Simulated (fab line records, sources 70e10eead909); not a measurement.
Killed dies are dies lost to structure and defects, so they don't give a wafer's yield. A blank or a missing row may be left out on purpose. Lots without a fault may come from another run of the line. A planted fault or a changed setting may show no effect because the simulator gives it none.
fab line records | flow nand_harc
record lots=6 wafers=18 last_day=32
route steps=1302 shown A_CHANNEL_FILL_D2@615
lots that met no fault: from a run of the same line without faults
start_h: hours from the record's first day to the start of the lot's first wafer shown | wait_h: hours since the lot's step before | " the same as in the row above | L1.1+2: a row that stands for several wafers | - no value, or no start given | * or withheld: withheld | < > ~ a bound
route shown NAME@n: a module of which the file shows steps, and the number in the route of the first | usual: mean/standard deviation of fault-free wafers | same: alike in all rows | chamber/n: place in a boat | sites: the reading at each site | _std_site: their standard deviation | _edge_site: outer sites' mean less inner sites' | radius_mm: how far each site lies from the wafer's centre | mask NAME#n: copy n | behind: the tool/chamber that last shaped the wafer | hold: why the lot was held/for how many hours/how that ended | device: the transistor (n, p or np) that didn't switch | end of line: the same wafers' tests at the end of the route | a step without rows: its recipe alone | killed: dies lost to structure and defects at the first sort, not the wafer's yield | map: a wafer's dies, x killed, . not, _ none there
set.NAME: the setting as run; set.NAME@STEP: as run at that earlier step | model.NAME: the simulator's own value behind a step, which no gauge read
lots at some steps of the route; a table a step, a row a wafer
services: from which hour (start_h, from the record's first day; less than 0 if before it) a tool's chamber was out of use, for how many hours, and why
## steps
# step NHARC_A_CHANNEL_FILL_D2_ALD_15
# recipe target_thk_a=20 pulse_time_s=60 ald_cycles=19 temp_c=630 pressure_torr=2 material=SiNx
# usual chamber_pressure_Torr=2.000/0.0039 precursor_pulse_height_rel=1.002/0.019
# same ald_cycles=19
# columns lot.wafer tool chamber start_h wait_h chamber_pressure_Torr precursor_pulse_height_rel
L144.3 ald_sin_batch-02 0 - - 2.006 0.992
L144.5 " 0 " " 2.001 1.002
L144.6 " 0 " " 1.999 0.988
L148.3 ald_sin_batch-02 0 - - 1.991 1.016
L148.4 " 0 " " 1.995 0.991
L148.5 " 0 " " 1.994 1.022
L149.1 ald_sin_batch-03 0 - - 1.998 1.011
L149.2 " 0 " " 1.995 1.016
L149.4 " 0 " " 2.000 0.986
L151.4 ald_sin_batch-03 0 - - 1.997 1.004
L151.5 " 0 " " 2.006 1.002
L151.6 " 0 " " 1.992 0.983
L153.1 ald_sin_batch-01 0 411.76 3.1 2.003 1.013
L153.2 " 0 " " 1.999 1.019
L153.5 " 0 " " 2.002 0.968
L164.4 ald_sin_batch-02 0 - - 2.006 1.007
L164.5 " 0 " " 1.999 1.004
L164.6 " 0 " " 2.000 0.981
# step NHARC_A_CHANNEL_FILL_D2_ALD_16
# recipe target_thk_a=15 pulse_time_s=10 ald_cycles=15 temp_c=300 material=SiO2
# usual heater_power_outer_w=274/24 heater_power_w=483/44 precursor_pulse_height_rel=1.001/0.021
# same ald_cycles=15
# columns lot.wafer tool chamber start_h wait_h heater_power_outer_w heater_power_w precursor_pulse_height_rel
L144.3 ald_hk-04 2 330.93 0.1 306 571 0.987
L144.5 " 3 " " 258 453 1.050
L144.6 " 0 " " 278 482 0.969
L148.4 ald_hk-02 0 360.30 0.1 277 450 1.027
L148.3 " 1 " " 278 498 0.999
L148.5 " 3 " " 305 528 0.972
L149.2 ald_hk-02 0 367.55 0.1 277 455 1.012
L149.1 " 2 " " 258 451 1.016
L149.4 " 3 " " 301 540 1.001
L151.4 ald_hk-01 3 401.36 0.1 236 425 1.015
L151.6 " 2 " " 254 450 0.983
L151.5 " 3 " " 237 432 1.009
L153.2 ald_hk-02 0 413.84 0.1 276 449 0.975
L153.1 " 2 " " 256 434 1.004
L153.5 " 3 " " 299 543 1.017
L164.4 ald_hk-04 2 528.22 0.1 321 606 0.991
L164.6 " 1 " " 272 518 1.028
L164.5 " 2 " " 325 611 1.016
# step NHARC_A_CHANNEL_FILL_D2_ANNEAL_17
# recipe temp_c=850 time_s=1800
# step NHARC_A_CHANNEL_FILL_D2_CVD_18
# recipe target_thk_a=30 temp_c=550 material=poly-Si
# step NHARC_A_CHANNEL_FILL_D2_ETCHBACK_19
# recipe target_depth_a=50 time_s=1.7 hbr_flow_sccm=150 cl2_flow_sccm=50 rf_w=400 icp_w=400 bias_w=100 chemistry=HBr/Cl2
# step NHARC_A_CHANNEL_FILL_D2_ETCHBACK_20
# recipe target_depth_a=270 time_s=13.5 c4f8_flow_sccm=withheld o2_flow_sccm=8 ar_flow_sccm=withheld rf_w=600 bias_w=1500 chemistry=C4F8/O2/Ar
# usual chamber_pressure_mTorr=25.000/0.023 oes_product_au=0.986/0.025 rf_vpp_V=979/6.1
# same time_s=13.5
# columns lot.wafer tool chamber start_h wait_h chamber_pressure_mTorr oes_product_au rf_hours_counter_h rf_vpp_V
L144.3 rie_diel-05 1 342.40 - 25.041 0.976 2.2 984
L144.5 " 0 " " 25.024 0.963 - 986
L144.6 " 1 " " 24.979 0.989 - 983
L148.4 rie_diel-05 2 372.89 - 24.998 0.989 3.4 980
L148.3 " 0 " " 24.963 0.995 3.5 987
L148.5 " 2 " " 25.000 0.997 - 980
L149.4 rie_diel-02 2 379.05 - 24.988 0.968 4.0 977
L149.2 " 0 " " 25.030 0.990 4.5 974
L149.1 " 1 " " 25.026 0.980 4.6 989
L151.4 rie_diel-02 0 414.24 - 25.009 0.999 - 973
L151.6 " 1 " " 25.035 0.987 - 988
L151.5 " 2 " " 24.995 0.986 - 978
L153.1 rie_diel-02 1 425.83 - 24.981 0.994 0.9 987
L153.2 " 2 " " 25.005 1.004 0.8 977
L153.5 " 0 " " 25.003 1.003 - 975
L164.4 rie_diel-05 2 540.37 - 24.999 0.932 2.9 979
L164.6 " 1 " " 25.040 0.933 - 985
L164.5 " 2 " " 25.003 0.927 - 978
# step NHARC_A_CHANNEL_FILL_D2_STRIP_28
# recipe time_s=20 o2_flow_sccm=500 ar_flow_sccm=0 bias_w=0 chemistry=O2
# usual chamber_pressure_mTorr=60.00/0.052 drypump_motor_current_A=5.6/0.42 oes_product_au=1.000/0.0073 rf_vpp_V=57.8/0.95 showerhead_plenum_p_Torr=3.56/0.15 throttle_valve_pct=17.037/0.0091
# same time_s=20
# columns lot.wafer tool chamber start_h wait_h chamber_pressure_mTorr drypump_motor_current_A oes_product_au rf_hours_counter_h rf_vpp_V showerhead_plenum_p_Torr throttle_valve_pct
L144.3 rie_diel-05 3 342.49 0.1 60.01 5.1 1.001 2.7 56.4 3.32 17.041
L144.6 " 0 " " 60.06 5.3 0.993 - 57.4 3.75 17.046
L144.5 " 1 " " 60.09 5.7 0.998 - 57.9 3.66 17.032
L148.3 rie_diel-05 2 372.97 0.1 60.04 6.0 1.007 3.4 56.6 3.54 17.036
L148.4 " 1 " " 60.04 5.7 1.002 3.0 57.8 3.66 17.038
L148.5 " 3 " " 60.02 5.2 1.003 - 57.5 3.32 17.048
L149.2 rie_diel-02 1 379.15 0.1 59.95 5.1 0.989 4.6 59.4 3.74 17.044
L149.4 " 3 " " 59.97 5.8 0.997 4.5 58.0 3.47 17.030
L149.1 " 0 " " 60.01 6.4 1.000 4.5 57.8 3.44 17.052
L151.4 rie_diel-02 0 414.33 0.1 60.03 6.3 0.991 - 57.3 3.44 17.031
L151.5 " 1 " " 60.00 5.2 0.994 - 58.7 3.74 17.053
L151.6 " 2 " " 60.04 5.3 0.988 - 57.8 3.49 17.056
L153.1 rie_diel-02 2 425.91 0.1 60.04 5.2 0.993 0.8 57.8 3.49 17.040
L153.2 " 0 " " 59.99 6.3 1.001 0.8 58.5 3.44 17.027
L153.5 " 2 " " 60.05 5.3 0.995 - 58.4 3.49 17.059
L164.4 rie_diel-05 0 540.46 0.1 59.99 5.3 1.022 3.5 57.1 3.75 17.025
L164.6 " 0 " " 59.91 5.3 1.017 - 57.2 3.75 17.032
L164.5 " 1 " " 59.94 5.7 0.998 - 57.8 3.65 17.021
# step NHARC_A_CHANNEL_FILL_D2_PRECLEAN_21
# recipe time_s=30 chemistry=dHF
# step NHARC_A_CHANNEL_FILL_D2_SRD_23
# step NHARC_A_CHANNEL_FILL_D2_CVD_05
# recipe target_thk_a=50 temp_c=550 material=poly-Si
# step NHARC_A_CHANNEL_FILL_D2_ANNEAL_22
# recipe temp_c=620 time_s=7200
# step NHARC_A_CHANNEL_FILL_D2_ALD_25
# recipe target_thk_a=600 pulse_time_s=10 ald_cycles=600 temp_c=300 material=SiOx
# usual ald_cycles=600/0 heater_power_outer_w=274/27 heater_power_w=485/50 precursor_pulse_height_rel=0.998/0.022
# columns lot.wafer tool chamber start_h wait_h ald_cycles heater_power_outer_w heater_power_w precursor_pulse_height_rel
L144.3 ald_hk-01 1 354.81 0.7 600 280 483 0.965
L144.6 " 0 356.64 2.5 600 303 515 1.012
L144.5 " 1 " " 600 276 489 1.001
L148.3 ald_hk-04 1 389.45 1.3 600 265 497 0.996
L148.4 " 2 " " 600 311 554 0.982
L148.5 " 3 " " 600 254 473 1.007
L149.1 ald_hk-01 1 391.79 0.9 - - - -
L149.4 " 2 " " - - - -
L149.2 " 0 393.63 2.8 - - - -
L151.4 ald_hk-01 0 428.94 1.3 - - - -
L151.6 " 2 430.16 2.5 - - - -
L151.5 " 3 " " - - - -
L153.2 ald_hk-02 2 437.73 0.1 600 257 444 1.016
L153.1 " 0 438.94 1.3 600 272 456 0.975
L153.5 " 2 440.14 2.5 600 261 445 1.028
L164.4 ald_hk-04 0 553.38 1.3 600 272 463 0.998
L164.5 " 2 554.60 2.5 600 331 600 0.983
L164.6 " 3 " " 600 246 480 0.967
# step NHARC_A_CHANNEL_FILL_D2_ETCHBACK_08
# recipe target_depth_a=2200 time_s=110 c4f8_flow_sccm=20 ar_flow_sccm=withheld rf_w=600 bias_w=300 chemistry=C4F8
# usual chamber_pressure_mTorr=25.000/0.025 oes_product_au=0.96/0.037 rf_vpp_V=440.8/2.9
# same time_s=110
# columns lot.wafer tool chamber start_h wait_h chamber_pressure_mTorr oes_product_au rf_hours_counter_h rf_vpp_V
L144.3 rie_diel-05 0 - - 24.983 0.93 3 445.3
L144.6 " 2 " " 24.998 0.92 - 440.1
L144.5 " 3 " " 25.002 0.93 - 437.3
L148.3 rie_diel-05 1 - - 24.999 0.94 3 443.8
L148.4 " 2 " " 24.952 0.92 4 441.2
L148.5 " 1 " " 24.961 0.93 - 443.5
L149.4 rie_diel-03 2 - - 25.020 0.99 22 437.1
L149.1 " 3 " " 24.978 1.00 23 438.7
L149.2 " 0 " " 24.980 0.99 23 435.9
L151.4 rie_diel-05 1 - - 24.987 0.99 0 444.0
L151.5 " 2 " " 24.959 1.01 - 441.6
L151.6 " 3 " " 25.000 1.01 - 436.5
L153.2 rie_diel-02 1 - - 25.022 0.93 1 445.9
L153.1 " 2 " " 25.005 0.92 1 440.6
L153.5 " 0 " " 25.036 0.92 - 439.4
L164.4 rie_diel-02 0 - - 25.024 1.00 4 439.9
L164.5 " 0 " " 25.018 0.99 - 437.4
L164.6 " 1 " " 24.992 0.98 - 445.1
## services
# columns tool chamber start_h hours kind
rie_diel-05 0 312.10 - clean
rie_diel-05 1 312.10 - clean
rie_diel-05 2 312.10 - clean
rie_diel-05 3 312.10 - clean
rie_diel-02 2 321.45 8.6 repair
ald_hk-01 - 322.11 2.7 repair
rie_diel-05 2 323.04 7.3 repair
rie_diel-05 0 336.60 - clean
rie_diel-02 3 344.23 2.7 repair
rie_diel-03 1 352.49 20.1 repair
rie_diel-02 - 393.74 9.0 pm
rie_diel-03 2 398.96 2.0 repair
rie_diel-05 - 406.60 9.0 pm
rie_diel-02 3 413.10 6.8 repair
rie_diel-05 2 417.36 10.6 repair
rie_diel-03 3 428.96 2.7 repair
rie_diel-02 - 434.96 1.5 repair
rie_diel-03 1 442.74 14.8 repair
rie_diel-03 - 458.52 9.0 pm
ald_hk-01 - 476.25 10.0 pm
rie_diel-02 0 489.18 11.0 repair
rie_diel-05 - 496.29 0.9 repair
ald_sin_batch-01 - 506.18 26.0 pm
ald_hk-02 - 527.23 10.0 pm
## key
first_sign step=NHARC_A_CHANNEL_FILL_D2_ALD_25 reading=tool_record direction=missing
effect none on later readings
met_at NHARC_A_CHANNEL_FILL_D2_ALD_25
struck_wafers L149.1,L149.2,L149.4,L151.4,L151.5,L151.6
later_rows_left_out L149.1,L149.2,L149.4,L151.4,L151.5,L151.6
sort_left_out L149.1,L149.2,L149.4,L151.4,L151.5,L151.6
tester_left_out L149,L151
onset_between 354.81 391.79
fault kind=skipped_step_whole tool=ald_hk-01 chamber=- onset_h=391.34 steps=NHARC_A_CHANNEL_FILL_D2_ALD_25 scope=struck_lots_only
# tester_left_out: of these lots the tester's yield and bins aren't shown, on N5 and GAA mostly nor the transistor test; their killed dies are dies lost to structure and defects alone, not to doping, threshold or leakage, so they don't give the yield
# sort_left_out: the simulated sort isn't trusted on such a fault, so these wafers' sort isn't shown, and their yield isn't known
# later_rows_left_out: the simulator's readings of these wafers behind a module that went badly wrong aren't trusted and aren't shown, but for the sort
